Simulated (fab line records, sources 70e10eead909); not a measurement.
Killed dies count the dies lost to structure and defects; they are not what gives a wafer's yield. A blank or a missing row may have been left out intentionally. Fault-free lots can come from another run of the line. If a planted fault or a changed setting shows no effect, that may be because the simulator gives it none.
Struck lot and sound lot, side by side / flow nand harc / 41 out of 1302 route steps
Sound: these wafers, L955.1, L955.4, L955.6. Struck: wafers L968.1, L968.3, L968.5. Last of all comes the cause.
Each step with rows lists, per side, the tool, then ch with its chambers, then its first start. Under that, the readings that differ: sound wafers / struck wafers / difference of the means / sigmas: that difference in standard deviations of wafers without a fault.
alike: readings with means less than 2 such deviations apart, plus words and numbers identical on both sides. not compared: withheld readings, readings lacking a value on some wafer, bounds such as >300 that could conceal the same value, and numbers that have no deviation in the record and whose values overlap.
A row with sigmas, a row that says differs or no value, or rows on one side alone: a step with any of these is where the two part. When numbers do not overlap yet have no deviation, they are printed without sigmas and do not part them. A reading that every wafer of one side lacks parts them only if that side has two wafers or more.

first, 3 steps without rows for these wafers: NHARC_A_CHANNEL_HOLE_D2_STRIP_41 (strips in N2/H2); NHARC_A_CHANNEL_HOLE_D2_STRIP_42 (strips in CF4/CHF3); NHARC_A_CHANNEL_HOLE_D2_STRIP_43 (strips in O2/COS).
NHARC_A_CHANNEL_HOLE_D2_ETCH_44: etches the open film in CF4/O2, target depth 140 nm, overetch 14 nm, time 77 s.
  sound on rie diel-04 ch 0,2,3, day 13 22:52; struck on rie diel-04 ch 1,2, day 20 01:58
  alike: drypump motor current A, oes product au, rf fwd power W, rf vpp V, showerhead plenum p Torr, throttle valve pct
  not compared: rf hours counter h
NHARC_A_CHANNEL_HOLE_D2_STRIP_28: strips in O2.
  sound: rie diel-04 ch 0,1,3; struck: rie diel-04 ch 0,2
  alike: drypump motor current A, oes product au, rf vpp V, showerhead plenum p Torr, throttle valve pct
  not compared: rf hours counter h
then, 2 steps without rows for these wafers: NHARC_A_CHANNEL_HOLE_D2_PRECLEAN_29 (cleans in SC1); NHARC_A_CHANNEL_HOLE_D2_SRD_30.
NHARC_A_CHANNEL_HOLE_D2_CD_MEAS_31:
  sound: cd sem-02 at day 13 23:39; struck: cd sem-02 at day 20 02:46
  alike: cd nm
after that, 1 step had no rows for these wafers: NHARC_A_CHANNEL_HOLE_D2_XSEM_32.
NHARC_A_CHANNEL_HOLE_D2_INSPECT_40:
  sound: defect inspect-02 at day 13 23:50; struck: defect inspect-02 at day 20 02:56
  alike: raw defect count
then, 2 steps without rows for these wafers: NHARC_A_CHANNEL_FILL_D2_PRECLEAN_00 (cleans in SC1); NHARC_A_CHANNEL_FILL_D2_SRD_01.
NHARC_A_CHANNEL_FILL_D2_ALD_02: deposits SiO2, target thk 6 nm, pulse time 10 s, ald cycles 60.
  sound on ald hk-01 ch 1,3, day 14 00:07; struck on ald hk-04 ch 1,2, day 20 03:13
  no value came back on the struck wafers for ald cycles, heater power outer w (W), heater power w (W), precursor pulse height rel; on the sound wafers ald cycles reads 60 60 60
then, 3 steps without rows for these wafers: NHARC_A_CHANNEL_FILL_D2_ALD_03 (deposits SiNx, target thk 6 nm, pulse time 60 s, ald cycles 58); NHARC_A_CHANNEL_FILL_D2_ALD_14 (deposits SiO2, target thk 2.5 nm, pulse time 10 s, ald cycles 25); NHARC_A_CHANNEL_FILL_D2_ALD_15 (deposits SiNx, target thk 2 nm, pulse time 60 s, ald cycles 19).
NHARC_A_CHANNEL_FILL_D2_ALD_16: deposits SiO2, target thk 1.5 nm, pulse time 10 s, ald cycles 15.
  sound on ald hk-02 ch 0,1,2, day 14 11:03; struck on ald hk-02 ch 1,2, day 20 15:23
  alike: heater power outer w, heater power w, precursor pulse height rel
then, 15 steps without rows for these wafers: NHARC_A_CHANNEL_FILL_D2_ANNEAL_17 (time 1800 s); NHARC_A_CHANNEL_FILL_D2_CVD_18 (deposits poly-Si, target thk 3 nm); NHARC_A_CHANNEL_FILL_D2_ETCHBACK_19 (etches the open film in HBr/Cl2, target depth 5 nm, time 1.7 s); NHARC_A_CHANNEL_FILL_D2_ETCHBACK_20 (etches the open film in C4F8/O2/Ar, target depth 27 nm, time 13.5 s); NHARC_A_CHANNEL_FILL_D2_STRIP_28 (strips in O2, time 20 s); NHARC_A_CHANNEL_FILL_D2_PRECLEAN_21 (cleans in dHF, time 30 s); NHARC_A_CHANNEL_FILL_D2_SRD_23; NHARC_A_CHANNEL_FILL_D2_CVD_05 (deposits poly-Si, target thk 5 nm); NHARC_A_CHANNEL_FILL_D2_ANNEAL_22 (time 7200 s); NHARC_A_CHANNEL_FILL_D2_ALD_25 (deposits SiOx, target thk 60 nm, pulse time 10 s, ald cycles 600); NHARC_A_CHANNEL_FILL_D2_ETCHBACK_08 (etches the open film in C4F8, target depth 220 nm, time 110 s); NHARC_A_CHANNEL_FILL_D2_STRIP_29 (strips in O2, time 20 s); NHARC_A_CHANNEL_FILL_D2_PRECLEAN_30 (cleans in dHF, time 30 s); NHARC_A_CHANNEL_FILL_D2_SRD_31; NHARC_A_CHANNEL_FILL_D2_CVD_09 (deposits poly-Si, target thk 150 nm, time 3000 s).
NHARC_A_CHANNEL_FILL_D2_CMP_10: polishes, target thk 150 nm.
  sound on cmp-04 ch 0,1,3, day 15 22:05; struck on cmp-01 ch 2,3, day 22 03:05
  alike: motor current A, retaining ring pressure frac, slurry filter dp kPa, time to endpoint s
  not compared: pad life wafers
then, 2 steps without rows for these wafers: NHARC_A_CHANNEL_FILL_D2_SRD_12; NHARC_A_CHANNEL_FILL_D2_RTA_24 (time 5 s).
NHARC_A_CHANNEL_FILL_D2_INSPECT_13:
  sound: defect inspect-01 at day 15 22:47; struck: defect inspect-02 at day 22 03:42
  alike: raw defect count
NHARC_A_STAIRCASE_DEP_156: deposits SiNx, target thk 50 nm.
  sound on pecvd-04 ch 1,2, day 15 22:55; struck on pecvd-02 ch 1,2, day 22 03:46
  alike: heater power outer w, heater power w, rf fwd power W
then, 2 steps without rows for these wafers: NHARC_A_STAIRCASE_DEHYDRATE_158 (time 120 s); NHARC_A_STAIRCASE_HMDS_159 (time 30 s).
-- jump in the record: it breaks off in module A_STAIRCASE and resumes in module END (first step shown: number 1301 of the route), and 9 days separate the struck wafers' starts before and after --
NHARC_END_WLT_00:
  sound: prober-01 at day 24 08:27; struck: prober-01 at day 31 08:49
reading=VT_DECK1_BOTTOM; sound=0.867 0.856 0.849; struck=5.976 5.960 6.022; difference=+5.129; sigmas=+99 or more
reading=VT_DECK1_BOTTOM_INNER; sound=0.861 0.865 0.865; struck=6.023 5.946 5.975; difference=+5.118; sigmas=+99 or more
reading=VT_DECK1_MEDIAN_NEAR_BOTTOM; sound=0.860 0.852 0.862; struck=6.053 6.029 5.927; difference=+5.145; sigmas=+99 or more
reading=VT_DECK1_MEDIAN_NEAR_BOTTOM_INNER; sound=0.863 0.864 0.863; struck=5.978 5.976 6.027; difference=+5.130; sigmas=+99 or more
reading=VT_DECK1_MIDDLE; sound=0.865 0.866 0.863; struck=5.995 5.975 5.963; difference=+5.113; sigmas=+99 or more
reading=VT_DECK1_MIDDLE_INNER; sound=0.872 0.865 0.868; struck=6.019 6.013 6.016; difference=+5.148; sigmas=+99 or more
reading=VT_DECK1_TOP; sound=0.882 0.882 0.876; struck=5.971 5.972 5.970; difference=+5.091; sigmas=+99 or more
reading=VT_DECK1_TOP_INNER; sound=0.875 0.884 0.886; struck=6.054 6.022 5.988; difference=+5.140; sigmas=+99 or more
reading=VT_DECK2_BOTTOM; sound=0.877 0.885 0.871; struck=6.017 5.973 5.967; difference=+5.108; sigmas=+99 or more
reading=VT_DECK2_BOTTOM_INNER; sound=0.877 0.881 0.871; struck=5.964 5.940 6.006; difference=+5.094; sigmas=+99 or more
reading=VT_DECK2_MEDIAN_NEAR_BOTTOM; sound=0.879 0.880 0.872; struck=5.979 5.994 6.044; difference=+5.129; sigmas=+99 or more
reading=VT_DECK2_MEDIAN_NEAR_BOTTOM_INNER; sound=0.879 0.879 0.876; struck=5.978 6.010 5.999; difference=+5.118; sigmas=+99 or more
reading=VT_DECK2_MIDDLE; sound=0.878 0.877 0.885; struck=5.997 6.009 5.999; difference=+5.122; sigmas=+99 or more
reading=VT_DECK2_MIDDLE_INNER; sound=0.892 0.889 0.887; struck=5.969 6.011 6.055; difference=+5.122; sigmas=+99 or more
reading=VT_DECK2_TOP; sound=0.899 0.909 0.902; struck=5.990 5.987 5.972; difference=+5.080; sigmas=+99 or more
reading=VT_DECK2_TOP_INNER; sound=0.899 0.894 0.905; struck=6.030 6.042 5.970; difference=+5.115; sigmas=+99 or more
  not compared: hold
NHARC_END_SORT_01:
  the record has rows for the sound wafers here (prober-01 ch 0, day 24 11:29) and none for the struck ones

## WHERE THEY PART
At NHARC_A_CHANNEL_FILL_D2_ALD_02 first; at NHARC_END_SORT_01 last (within this record only).

WHY: what the simulator had put in
At NHARC_A_CHANNEL_FILL_D2_ALD_02, the step was skipped entirely on ald hk-04 from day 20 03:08 on. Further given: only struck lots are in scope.
